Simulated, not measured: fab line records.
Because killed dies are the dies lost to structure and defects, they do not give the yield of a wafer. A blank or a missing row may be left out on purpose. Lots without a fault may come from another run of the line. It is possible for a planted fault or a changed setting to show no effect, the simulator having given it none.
Chamber matching ; flow n5_finfet ; N5_BEOL_M6_STRIP_67 on rie_diel-06: 4 sister chambers
The step strips in CF4. 8 wafers are shown with their chamber, then 11 later ones without.

== WAFERS PAIRED WITH THEIR CHAMBERS ==
wafer;chamber;showerhead_plenum_p_Torr (Torr);drypump_motor_current_A (A)
L087.3;3;1.71;5.92
L087.4;0;1.75;6.01
L089.1;0;1.75;6.06
L089.2;1;1.81;5.41
L089.4;3;1.71;5.91
L089.5;1;1.81;5.40
L089.6;2;1.82;5.53
L091.1;2;1.81;5.53

== WAFERS WHOSE CHAMBER IS MISSING ==
wafer;showerhead_plenum_p_Torr (Torr);drypump_motor_current_A (A)
L091.3;1.81;5.41
L091.5;1.81;5.54
L093.3;1.75;6.01
L093.5;1.75;6.06
L093.6;1.81;5.52
L097.1;1.91;5.94
L097.2;1.81;5.53
L097.3;1.74;6.05
L097.4;1.80;5.42
L097.5;1.81;5.42
L097.6;1.74;6.05

== WHICH CHAMBER EACH WENT THROUGH ==
wafer;from the rows above;in truth
L091.3;1;1
L091.5;2;2
L093.3;0;0
L093.5;0;0
L093.6;2;2
L097.1;2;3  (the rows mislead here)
L097.2;2;2
L097.3;0;0
L097.4;1;1
L097.5;1;1
L097.6;0;0
Correctly placed: 10 of 11. From these rows, 0 cannot be placed. Wrongly placed: 1.
How it was worked out, from the rows above alone: a wafer's distance from a chamber is the root of the sum, over the readings, of the square of ((its reading less the chamber's mean) divided by the reading's scatter). The wafer belongs to the nearest chamber; if the next one is less than 2 further off, it can't be placed. The mean given for a chamber averages the wafers shown for that chamber. The scatter is the square root of a quotient: the sum, over the shown wafers, of each reading's squared deviation from its chamber's mean, divided by wafers minus chambers.
